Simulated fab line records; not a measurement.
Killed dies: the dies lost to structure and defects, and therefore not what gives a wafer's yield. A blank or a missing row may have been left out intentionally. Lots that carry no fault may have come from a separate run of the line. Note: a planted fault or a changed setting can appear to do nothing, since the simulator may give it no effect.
fab line records | flow nand-harc
record: lots: 6 wafers: 18 last-day: 33
route steps=1302 shown P_BONDPAD@360 END@1302
lots that met no fault: from a run of the same line without faults
start-h: hours from the record's opening day to when the first of the lot's shown wafers began | wait-h: time in hours since the lot's previous step | " same as the row above | L1.1+2: one row covering several wafers at once | - either no value or no given start | * or withheld: withheld | < > ~ a bound
route shown NAME@n: NAME is a module with steps in the file, n the number in the route of the first one | usual: mean/standard deviation of fault-free wafers | same: alike in all rows | chamber/n: place in a boat | sites: each site's reading | _std_site: their standard deviation | _edge_site: outer sites' mean less inner sites' | radius-mm: for every site, how far away it sits from the centre of the wafer | mask NAME#n: copy n | behind: the most recent tool/chamber to have shaped the wafer | hold: what put the lot on hold/how long, in hours/how the hold closed | device: the transistor (n, p or np) that didn't switch | end of line: the route-end tests of the same wafers | step lacking rows: just its recipe | killed: dies that structure and defects cost at the first sort, which is not the same as the wafer's yield | map: shows each die of a wafer: x if killed, . if not, _ if none is there
set.NAME: the run value of the setting; set.NAME@STEP: its run value at that earlier step | model.NAME: the simulator's own value behind a step, which no gauge read
lots at some steps of the route; a table a step, a row a wafer
services: when a tool's chamber went out of use (start-h, in hours from the record's first day, below 0 if earlier), for how many hours, and the reason
== steps ==
step: NHARC_P_BONDPAD_EBR_05
step: NHARC_P_BONDPAD_EXPOSE_06
recipe: na: 0.55 dose-mj: 37.06 mask-id: P_BPAD
step: NHARC_P_BONDPAD_PEB_07
recipe: peb-temp-c: 128 peb-time-s: 80
step: NHARC_P_BONDPAD_DEVELOP_08
recipe: time-s: 50 dev-temp-c: 22
step: NHARC_P_BONDPAD_CD_MEAS_09
recipe: target-cd-nm: 500 landing-energy-ev: 500
usual: cd-nm: 499.5/2
columns lot.wafer tool chamber start-h wait-h cd-nm
L324.1 cd-sem-02 0 194.10 - 502.5
L324.2 " 0 " " 498.6
L324.6 " 0 " " 498.5
L332.1 cd-sem-01 0 279.09 - 500.2
L332.3 " 0 " " 502.7
L332.6 " 0 " " 501.9
L335.1 cd-sem-03 0 304.57 - 497.7
L335.4 " 0 " " 502.2
L335.6 " 0 " " 501.1
L338.1 cd-sem-02 0 335.42 - 497.5
L338.3 " 0 " " 501.1
L338.5 " 0 " " 500.4
L339.1 cd-sem-01 0 342.71 - 497.6
L339.3 " 0 " " 496.5
L339.6 " 0 " " 493.9
L341.1 cd-sem-01 0 362.89 - 497.7
L341.5 " 0 " " 496.2
L341.6 " 0 " " 499.7
step: NHARC_P_BONDPAD_OVL_MEAS_38
usual: overlay-x-nm: 1/7.1 overlay-y-nm: -1/5.8
columns lot.wafer tool chamber start-h wait-h overlay-x-nm overlay-y-nm
L324.1 overlay-01 - 194.19 - -2 -5
L324.2 " - " " -2 -5
L324.6 " - " " -2 -5
L332.1 overlay-02 - 279.18 - 4 7
L332.3 " - " " 4 7
L332.6 " - " " 4 7
L335.1 overlay-02 - 304.66 - 0 7
L335.4 " - " " 0 7
L335.6 " - " " 0 7
L338.1 overlay-02 - 335.51 - 6 -3
L338.3 " - " " 6 -3
L338.5 " - " " 6 -3
L339.1 overlay-02 - 342.80 - -13 -2
L339.3 " - " " -13 -2
L339.6 " - " " -12 -2
L341.1 overlay-02 - 362.98 - 1 -9
L341.5 " - " " 1 -9
L341.6 " - " " 1 -9
step: NHARC_P_BONDPAD_HARDBAKE_10
recipe: temp-c: 118 time-s: 65
step: NHARC_P_BONDPAD_DESCUM_11
recipe: time-s: 3 o2-flow-sccm: 200 ar-flow-sccm: 0 bias-power-w: 0 chemistry: O2
usual: chamber-pressure-mTorr: 60.00/0.056 drypump-motor-current-A: 5.9/0.42 oes-product-au: 0.998/0.01 rf-vpp-V: 57.8/0.9 showerhead-plenum-p-Torr: 1.92/0.09 throttle-valve-pct: 11.311/0.0089
columns lot.wafer tool chamber start-h wait-h chamber-pressure-mTorr drypump-motor-current-A oes-product-au rf-hours-counter-h rf-vpp-V showerhead-plenum-p-Torr throttle-valve-pct
L324.2 rie-diel-07 3 194.32 - 60.11 5.5 0.996 1.2 57.4 1.82 11.310
L324.1 " 1 " " 60.11 5.9 0.999 1.3 58.2 2.06 11.302
L324.6 " 2 " " 60.07 6.4 0.998 - 56.9 1.90 11.314
L332.3 rie-diel-01 1 279.30 - 59.98 5.8 0.999 2.5 56.9 1.93 11.308
L332.1 " 0 " " 59.94 5.2 1.003 3.4 59.5 2.03 11.323
L332.6 " 2 " " 59.97 5.5 0.982 - 57.8 1.87 11.311
L335.1 rie-diel-07 0 304.79 - 60.12 6.4 0.998 0 57.5 1.80 11.322
L335.4 " 2 " " 60.03 6.4 1.012 - 58.0 1.90 11.313
L335.6 " 0 " " 59.98 6.4 1.000 - 56.6 1.80 11.298
L338.1 rie-diel-07 2 335.64 - 59.95 6.4 1.000 0.9 56.2 1.90 11.311
L338.3 " 3 " " 59.98 5.5 0.994 0.7 57.4 1.82 11.318
L338.5 " 2 " " 59.99 6.4 1.000 - 58.4 1.90 11.304
L339.1 rie-diel-05 2 342.94 - 59.99 6.1 0.991 7.5 57.5 2.05 11.303
L339.3 " 0 " " 60.00 5.5 1.005 6.4 57.2 1.88 11.305
L339.6 " 1 " " 59.96 6.5 0.997 - 57.2 1.96 11.304
L341.1 rie-diel-01 2 363.11 - 60.03 5.5 0.987 9.6 56.3 1.87 11.315
L341.6 " 1 " " 59.96 5.7 1.007 - 58.8 1.93 11.311
L341.5 " 2 " " 59.90 5.5 0.973 - 57.3 1.87 11.315
step: NHARC_P_BONDPAD_ETCH_37
recipe: target-depth-a: 600 overetch-a: 180 time-s: 65.91 ion-energy-ev: 200 n2-flow-sccm: 150 h2-flow-sccm: 150 ar-flow-sccm: 0 rf-w: 400 bias-w: 150 chemistry: N2/H2
usual: chamber-pressure-mTorr: 29.996/0.029 drypump-motor-current-A: 5.9/0.43 h2-flow-sccm: 150.1/0.45 oes-product-au: 0.997/0.01 rf-vpp-V: 430.7/2.9 showerhead-plenum-p-Torr: 2.04/0.1 throttle-valve-pct: 14.171/0.0092
columns lot.wafer tool chamber start-h wait-h chamber-pressure-mTorr drypump-motor-current-A h2-flow-sccm oes-product-au rf-hours-counter-h rf-vpp-V showerhead-plenum-p-Torr throttle-valve-pct
L324.1 rie-diel-07 2 194.40 0.1 30.026 6.4 150.4 1.009 1.3 430.3 2.03 14.172
L324.2 " 0 " " 30.026 6.5 150.2 0.993 1.3 429.1 1.92 14.157
L324.6 " 2 " " 29.985 6.4 150.6 1.009 - 430.1 2.03 14.149
L332.1 rie-diel-01 1 279.39 0.1 29.969 5.8 150.0 0.995 2.5 431.8 2.06 14.179
L332.3 " 2 " " 29.968 5.5 150.6 0.994 4.0 429.7 1.99 14.172
L332.6 " 0 " " 30.019 5.3 150.5 1.009 - 433.8 2.17 14.159
L335.1 rie-diel-07 1 304.90 0.1 30.028 5.9 149.9 1.009 0.0 433.7 2.20 14.176
L335.6 " 0 " " 29.977 6.5 150.3 0.996 - 428.1 1.92 14.167
L335.4 " 1 " " 30.010 5.9 150.1 1.017 - 435.1 2.20 14.164
L338.1 rie-diel-07 3 335.72 0.1 30.022 5.5 149.5 0.990 0.7 428.1 1.93 14.177
L338.3 " 1 " " 30.008 5.9 151.1 1.003 0.9 434.3 2.20 14.165
L338.5 " 3 " " 30.011 5.5 149.8 0.998 - 427.0 1.93 14.163
L339.1 rie-diel-05 2 343.01 0.1 30.032 6.1 150.3 0.994 7.5 436.6 2.19 14.167
L339.3 " 0 " " 29.998 5.5 150.0 1.009 6.4 429.2 2.00 14.165
L339.6 " 2 " " 29.968 6.1 150.5 0.988 - 433.8 2.19 14.180
L341.1 rie-diel-01 1 363.19 0.1 30.029 5.8 149.8 1.000 8.4 430.7 2.06 14.189
L341.5 " 1 " " 29.985 5.8 150.1 0.998 - 430.9 2.06 14.162
L341.6 " 2 " " 29.995 5.5 150.7 0.977 - 430.9 1.99 14.172
step: NHARC_P_BONDPAD_ETCH_12
recipe: target-depth-a: 2000 time-s: 100 chf3-flow-sccm: 50 o2-flow-sccm: 10 ar-flow-sccm: 200 rf-w: 500 bias-w: 200 chemistry: CHF3/O2
usual: chamber-pressure-mTorr: 25.000/0.023 drypump-motor-current-A: 5.9/0.43 oes-product-au: 0.937/0.022 rf-vpp-V: 370.4/2.5 showerhead-plenum-p-Torr: 2.39/0.11 throttle-valve-pct: 20.573/0.0097
columns lot.wafer tool chamber start-h wait-h chamber-pressure-mTorr drypump-motor-current-A oes-product-au rf-hours-counter-h rf-vpp-V showerhead-plenum-p-Torr throttle-valve-pct
L324.2 rie-diel-07 0 - - 24.956 6.5 0.960 1.3 367.8 2.27 20.555
L324.1 " 1 " " 24.982 5.9 0.989 1.4 374.5 2.58 20.581
L324.6 " 3 " " 25.000 5.5 0.961 - 368.0 2.29 20.571
L332.1 rie-diel-01 2 - - 25.006 5.5 0.907 4.0 369.6 2.35 20.581
L332.3 " 0 " " 24.962 5.2 0.917 3.5 371.5 2.54 20.559
L332.6 " 3 " " 24.992 6.2 0.912 - 368.5 2.31 20.575
L335.1 rie-diel-07 1 - - 24.992 5.9 0.960 0.0 374.2 2.58 20.563
L335.6 " 0 " " 25.028 6.5 0.957 - 367.5 2.27 20.588
L335.4 " 2 " " 24.945 6.4 0.966 - 370.3 2.39 20.575
L338.1 rie-diel-07 3 - - 24.990 5.5 0.925 0.7 368.0 2.28 20.569
L338.3 " 1 " " 25.002 5.9 0.930 0.9 374.8 2.58 20.587
L338.5 " 3 " " 25.027 5.5 0.923 - 367.4 2.28 20.576
L339.3 rie-diel-05 2 - - 24.997 6.1 0.920 7.5 374.8 2.57 20.571
L339.1 " 3 " " 25.043 5.5 0.932 7.1 372.7 2.38 20.565
L339.6 " 1 " " 25.000 6.6 0.917 - 370.3 2.45 20.583
L341.1 rie-diel-01 2 - - 24.984 5.5 0.900 9.6 369.2 2.35 20.583
L341.5 " 1 " " 25.006 5.7 0.924 - 371.1 2.42 20.566
L341.6 " 2 " " 25.042 5.5 0.903 - 369.8 2.35 20.582
step: NHARC_P_BONDPAD_CD_MEAS_13
usual: cd-nm: 498.9/2.2
columns lot.wafer tool chamber start-h wait-h cd-nm
L324.1 cd-sem-03 - 194.63 - 503.3
L324.2 " - " " 499.6
L324.6 " - " " 498.5
L332.1 cd-sem-03 - 279.61 - 498.9
L332.3 " - " " 501.3
L332.6 " - " " 501.8
L335.1 cd-sem-02 - 305.14 - 496.9
L335.4 " - " " 500.5
L335.6 " - " " 502.7
L338.1 cd-sem-01 - 335.94 - 497.5
L338.3 " - " " 500.6
L338.5 " - " " 500.2
L339.1 cd-sem-01 - 343.24 - 497.5
L339.3 " - " " 495.1
L339.6 " - " " 493.7
L341.1 cd-sem-01 - 363.42 - 495.8
L341.5 " - " " 494.7
L341.6 " - " " 498.2
step: NHARC_P_BONDPAD_STRIP_15
recipe: o2-flow-sccm: 500 ar-flow-sccm: 0 bias-w: 0 chemistry: O2
usual: chamber-pressure-mTorr: 60.01/0.065 drypump-motor-current-A: 5.9/0.42 oes-product-au: 0.997/0.0099 rf-vpp-V: 57.7/0.88 showerhead-plenum-p-Torr: 3.53/0.15 throttle-valve-pct: 17.036/0.0086
columns lot.wafer tool chamber start-h wait-h chamber-pressure-mTorr drypump-motor-current-A oes-product-au rf-hours-counter-h rf-vpp-V showerhead-plenum-p-Torr throttle-valve-pct
L324.2 rie-diel-07 0 194.72 0.1 59.94 6.4 0.996 1.4 57.2 3.34 17.040
L324.1 " 2 " " 60.05 6.4 1.006 1.3 58.2 3.51 17.021
L324.6 " 0 " " 60.08 6.5 0.984 - 58.2 3.34 17.047
L332.3 rie-diel-01 1 279.69 0.1 59.94 5.7 0.994 2.5 59.5 3.56 17.045
L332.1 " 3 " " 59.98 6.1 0.991 4.0 57.2 3.39 17.038
L332.6 " 2 " " 60.00 5.5 0.979 - 56.4 3.45 17.035
L335.4 rie-diel-01 3 305.25 0.1 60.01 6.2 1.001 5.8 59.2 3.39 17.057
L335.1 " 0 " " 60.12 5.2 1.004 5.5 57.5 3.73 17.042
L335.6 " 2 " " 59.84 5.5 0.984 - 57.3 3.45 17.041
L338.3 rie-diel-01 0 336.02 0.1 60.08 5.3 1.002 7.8 58.3 3.73 17.038
L338.1 " 2 " " 60.04 5.5 0.997 7.7 56.4 3.45 17.049
L338.5 " 1 " " 60.03 5.8 0.987 - 58.1 3.56 17.055
L339.1 rie-diel-07 3 343.32 0.1 60.01 5.5 1.004 0.9 57.2 3.36 17.037
L339.3 " 0 " " 59.99 6.4 1.000 1.1 57.1 3.34 17.037
L339.6 " 1 " " 59.95 5.9 1.014 - 58.3 3.78 17.023
L341.1 rie-diel-07 1 363.53 0.1 60.04 5.9 1.000 1.7 58.1 3.78 17.049
L341.6 " 3 " " 60.03 5.5 1.009 - 58.6 3.36 17.032
L341.5 " 0 " " 59.94 6.4 0.994 - 57.6 3.34 17.049
step: NHARC_P_BONDPAD_ETCH_24
recipe: target-depth-a: 300 over-etch-frac: 0.3 time-s: 72.99 ion-energy-ev: 150 cf4-flow-sccm: 50 n2-flow-sccm: 100 ar-flow-sccm: 150 rf-w: 300 bias-w: 100 chemistry: CF4/N2
usual: chamber-pressure-mTorr: 30.003/0.029 drypump-motor-current-A: 5.9/0.42 oes-product-au: 0.998/0.0097 rf-vpp-V: 314.5/2.2 showerhead-plenum-p-Torr: 2.65/0.12 throttle-valve-pct: 19.794/0.0089
columns lot.wafer tool chamber start-h wait-h chamber-pressure-mTorr drypump-motor-current-A oes-product-au rf-hours-counter-h rf-vpp-V showerhead-plenum-p-Torr throttle-valve-pct
L324.1 rie-diel-07 1 194.85 - 29.963 5.9 1.001 1.4 316.7 2.82 19.801
L324.2 " 3 " " 30.000 5.5 1.007 1.4 312.4 2.50 19.792
L324.6 " 1 " " 29.985 5.9 0.993 - 316.5 2.82 19.791
L332.1 rie-diel-01 0 279.84 - 29.987 5.2 0.995 3.5 316.0 2.78 19.792
L332.3 " 1 " " 29.949 5.7 0.991 2.6 313.6 2.65 19.795
L332.6 " 1 " " 30.002 5.8 0.996 - 314.9 2.65 19.799
L335.1 rie-diel-01 1 305.38 - 29.999 5.7 0.916 4.4 313.2 2.65 19.781
L335.4 " 2 " " 30.008 5.5 0.905 5.8 313.4 2.57 19.783
L335.6 " 1 " " 29.972 5.8 0.924 - 315.3 2.65 19.793
L338.3 rie-diel-01 1 336.21 0.2 30.015 5.8 0.919 6.6 316.1 2.65 19.785
L338.1 " 2 " " 29.955 5.5 0.900 7.8 313.7 2.57 19.799
L338.5 " 1 " " 30.044 5.7 0.928 - 314.9 2.65 19.807
L339.3 rie-diel-07 0 343.50 0.1 29.966 6.4 1.002 1.2 310.3 2.48 19.787
L339.1 " 3 " " 30.015 5.5 1.007 1.0 311.0 2.50 19.805
L339.6 " 0 " " 30.024 6.4 0.997 - 312.2 2.48 19.796
L341.1 rie-diel-07 3 363.66 - 30.002 5.5 1.013 1.7 313.4 2.50 19.783
L341.5 " 0 " " 30.035 6.4 0.997 - 311.5 2.48 19.788
L341.6 " 1 " " 30.024 5.9 1.014 - 317.8 2.82 19.786
step: NHARC_P_BONDPAD_STRIP_16
recipe: time-s: 600 temp-c: 30 chemistry: post-etch-residue-remover
step: NHARC_END_SORT_01
recipe: temp-c: 25
usual: defect-limited-yield: 91/3.4 killed-at-array: 55/23 killed-at-other: 1.0/1.2 killed-at-periphery: 3.2/2.7 killed-dies: 59/23 killed-open: 3.1/1.6 killed-short: 2.2/1.5
same: gross-dies: 677
columns lot.wafer tool chamber start-h wait-h defect-limited-yield[%] killed-at-array killed-at-other killed-at-periphery killed-dies killed-open killed-short
L324.1 prober-01 0 604.45 2.5 89 66 0 8 74 3 1
L324.2 prober-01 0 605.25 2.8 88 75 1 5 81 4 1
L324.6 prober-01 0 608.46 4.0 90 61 1 5 67 3 0
L332.1 prober-02 0 698.61 6.3 90 54 2 13 69 1 2
L332.3 prober-02 0 700.21 6.9 91 57 4 2 63 6 0
L332.6 prober-02 0 702.61 7.8 90 58 2 6 66 5 1
L338.1 prober-01 0 744.28 2.5 93 44 0 2 46 4 4
L338.3 prober-01 0 745.89 3.1 91 57 0 6 63 3 1
L338.5 prober-01 0 747.51 3.7 91 60 0 3 63 2 1
L335.1 prober-02 0 744.29 2.5 92 52 0 5 57 3 3
L335.4 prober-02 0 746.67 3.4 90 55 1 10 66 5 5
L335.6 prober-02 0 748.26 4.0 92 44 0 7 51 2 2
L339.1 prober-02 0 772.15 2.5 90 60 2 3 65 4 0
L339.3 prober-02 0 773.76 3.1 92 54 2 0 56 1 4
L339.6 prober-02 0 776.18 4.0 93 49 0 1 50 2 2
L341.1 prober-01 0 777.60 2.5 95 36 0 1 37 4 2
L341.5 prober-01 0 780.76 3.7 95 33 0 3 36 2 4
L341.6 prober-01 0 781.54 3.9 94 39 0 2 41 6 1
killed by level:class
L324.1 A_CHANNEL_HOLE_D1:chamber-film-flake=31 A_CHANNEL_HOLE_D2:chamber-film-flake=27 P_M2:chamber-film-flake=5 A_M1:chamber-film-flake=3 P_M0:geometric-particle:open=1 A_SOURCE_PLATE:geometric-particle:open=1 A_CHANNEL_FILL_D1:geometric-particle:open=1 A_WL_FILL:geometric-particle:short=1
L324.2 A_CHANNEL_HOLE_D2:chamber-film-flake=35 A_CHANNEL_HOLE_D1:chamber-film-flake=32 A_CHANNEL_HOLE_D1:geometric-particle:open=2 P_M2:chamber-film-flake=2 A_CONTACT:chamber-film-flake=2 P_CONTACT:geometric-particle:open=1 A_DECK1_JOINT:geometric-particle:short=1 A_M0:geometric-particle:open=1
L324.6 A_CHANNEL_HOLE_D1:chamber-film-flake=23 A_CHANNEL_HOLE_D2:chamber-film-flake=23 A_CONTACT:chamber-film-flake=5 A_M1:chamber-film-flake=4 A_WL_FILL:geometric-particle:open=2 P_GATE:chamber-film-flake=2 P_M2:chamber-film-flake=2 A_M1:geometric-particle:open=1
L332.1 A_CHANNEL_HOLE_D1:chamber-film-flake=34 A_STAIRCASE:chamber-film-flake=8 P_GATE:chamber-film-flake=5 A_CHANNEL_HOLE_D2:chamber-film-flake=4 P_M0:chamber-film-flake=3 A_CONTACT:chamber-film-flake=3 P_ZERO_WELL:chamber-film-flake=2 P_M2:chamber-film-flake=2
L332.3 A_CHANNEL_HOLE_D1:chamber-film-flake=31 A_SLIT:chamber-film-flake=7 A_CONTACT:chamber-film-flake=4 THIN_TSV:chamber-film-flake=4 A_CHANNEL_HOLE_D2:chamber-film-flake=3 A_STAIRCASE:chamber-film-flake=3 A_DECK1_JOINT:geometric-particle:open=2 P_GATE:chamber-film-flake=2
L332.6 A_CHANNEL_HOLE_D1:chamber-film-flake=35 A_SLIT:chamber-film-flake=4 A_STAIRCASE:chamber-film-flake=4 A_CONTACT:chamber-film-flake=4 P_GATE:chamber-film-flake=2 A_M1:chamber-film-flake=2 A_BONDPAD:chamber-film-flake=2 THIN_TSV:chamber-film-flake=2
L338.1 A_SLIT:chamber-film-flake=29 A_CHANNEL_HOLE_D1:chamber-film-flake=4 A_ONON_D2:geometric-particle:open=1 A_ONON_D2:geometric-particle:short=1 A_CHANNEL_FILL_D2:geometric-particle:open=1 A_SGD_CUT:geometric-particle:short=1 A_WL_FILL:geometric-particle:short=1 A_WL_FILL:geometric-particle:open=1
L335.1 A_SLIT:chamber-film-flake=31 A_CHANNEL_HOLE_D1:chamber-film-flake=9 P_BONDPAD:chamber-film-flake=2 A_STAIRCASE:chamber-film-flake=2 A_BONDPAD:chamber-film-flake=2 P_GATE:geometric-particle:open=1 P_M0:geometric-particle:short=1 A_ONON_D1:geometric-particle:short=1
L338.3 A_SLIT:chamber-film-flake=29 A_CHANNEL_HOLE_D1:chamber-film-flake=18 A_STAIRCASE:chamber-film-flake=3 A_SGD_CUT:chamber-film-flake=3 P_M0:geometric-particle:open=2 P_GATE:chamber-film-flake=2 A_CHANNEL_FILL_D2:geometric-particle:short=1 A_M0:geometric-particle:open=1
L335.4 A_SLIT:chamber-film-flake=35 P_GATE:chamber-film-flake=4 P_BONDPAD:chamber-film-flake=3 A_CHANNEL_HOLE_D1:chamber-film-flake=3 A_STAIRCASE:chamber-film-flake=3 P_M1:chamber-film-flake=2 P_GATE:geometric-particle:open=1 A_CHANNEL_FILL_D1:geometric-particle:open=1
L338.5 A_SLIT:chamber-film-flake=29 A_CHANNEL_HOLE_D1:chamber-film-flake=15 A_STAIRCASE:chamber-film-flake=4 A_WL_FILL:chamber-film-flake=4 A_SGD_CUT:chamber-film-flake=2 A_BLC:chamber-film-flake=2 A_CHANNEL_FILL_D1:geometric-particle:open=1 A_DECK1_JOINT:geometric-particle:short=1
L335.6 A_SLIT:chamber-film-flake=29 A_CHANNEL_HOLE_D1:chamber-film-flake=5 P_M1:chamber-film-flake=4 A_DECK1_JOINT:chamber-film-flake=2 A_ONON_D1:geometric-particle:short=1 A_CHANNEL_HOLE_D2:geometric-particle:open=1 A_CHANNEL_FILL_D2:geometric-particle:open=1 A_WL_FILL:geometric-particle:short=1
L339.1 A_SLIT:chamber-film-flake=31 A_STAIRCASE:chamber-film-flake=10 A_CONTACT:chamber-film-flake=10 A_CHANNEL_HOLE_D1:unspecified=3 A_CHANNEL_HOLE_D2:chamber-film-flake=2 THIN_TSV:chamber-film-flake=2 P_CONTACT:geometric-particle:open=1 A_CHANNEL_FILL_D1:geometric-particle:open=1
L339.3 A_SLIT:chamber-film-flake=35 A_CONTACT:chamber-film-flake=8 A_STAIRCASE:chamber-film-flake=6 A_ONON_D1:geometric-particle:short=1 A_CHANNEL_HOLE_D1:geometric-particle:short=1 A_BLC:geometric-particle:short=1 STARTING-WAFER:geometric-particle:open=1 STARTING-WAFER:geometric-particle:short=1
L339.6 A_SLIT:chamber-film-flake=24 A_CONTACT:chamber-film-flake=11 A_CHANNEL_HOLE_D1:unspecified=5 A_STAIRCASE:chamber-film-flake=5 P_GATE:geometric-particle:open=1 A_CHANNEL_HOLE_D1:geometric-particle:short=1 A_ONON_D2:geometric-particle:open=1 A_SLIT:geometric-particle:short=1
L341.1 A_CHANNEL_HOLE_D1:chamber-film-flake=16 A_SLIT:chamber-film-flake=10 A_CONTACT:chamber-film-flake=3 P_M2:geometric-particle:open=1 A_ONON_D1:geometric-particle:open=1 A_CHANNEL_FILL_D1:geometric-particle:short=1 A_ONON_D2:geometric-particle:short=1 A_CHANNEL_FILL_D2:geometric-particle:open=1
L341.5 A_CHANNEL_HOLE_D1:chamber-film-flake=16 A_SLIT:chamber-film-flake=10 A_SGD_CUT:chamber-film-flake=2 P_STI:geometric-particle:short=1 P_GATE:geometric-particle:open=1 A_CHANNEL_FILL_D1:geometric-particle:short=1 A_ONON_D2:geometric-particle:short=1 A_ONON_D2:geometric-particle:open=1
L341.6 A_CHANNEL_HOLE_D1:chamber-film-flake=21 A_SLIT:chamber-film-flake=6 A_CONTACT:chamber-film-flake=4 A_WL_FILL:geometric-particle:open=2 P_M2:geometric-particle:open=1 A_SOURCE_PLATE:geometric-particle:open=1 A_CHANNEL_HOLE_D1:geometric-particle:open=1 A_SGD_CUT:geometric-particle:open=1
== services ==
columns tool chamber start-h hours kind
rie-diel-07 0 175.20 - clean
rie-diel-07 1 175.20 - clean
rie-diel-07 2 175.20 - clean
rie-diel-07 3 175.20 - clean
rie-diel-01 - 186.22 0.5 repair
rie-diel-07 0 199.70 - clean
rie-diel-07 1 199.70 - clean
rie-diel-07 2 199.70 - clean
rie-diel-07 3 199.70 - clean
rie-diel-01 - 203.91 9.0 pm
rie-diel-01 1 219.52 18.4 repair
rie-diel-07 0 224.20 - clean
rie-diel-07 1 224.20 - clean
rie-diel-07 2 224.20 - clean
rie-diel-05 - 229.60 9.0 pm
rie-diel-01 0 243.00 4.4 repair
rie-diel-07 2 253.62 6.0 repair
rie-diel-07 2 267.68 3.7 repair
rie-diel-07 - 294.20 9.0 pm
rie-diel-07 3 304.47 6.8 repair
rie-diel-05 2 309.38 6.5 repair
rie-diel-01 3 319.09 25.3 repair
rie-diel-01 1 320.48 6.3 repair
rie-diel-07 2 339.42 6.1 repair
== key ==
first-sign: step: NHARC_P_BONDPAD_ETCH_24 reading: oes-product-au direction: down sigmas: 8.6 usual: 0.998 struck: 0.915
effect none on later readings
met-at NHARC_P_BONDPAD_ETCH_24
struck-wafers L335.1,L335.4,L335.6,L338.1,L338.3,L338.5
onset-between 279.84 305.38
fault: kind: process-parameter-drift tool: rie-diel-01 chamber: - onset-h: 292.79 steps: NHARC_P_BONDPAD_ETCH_24 channel: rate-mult offset: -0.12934 shape: step end-h: 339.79
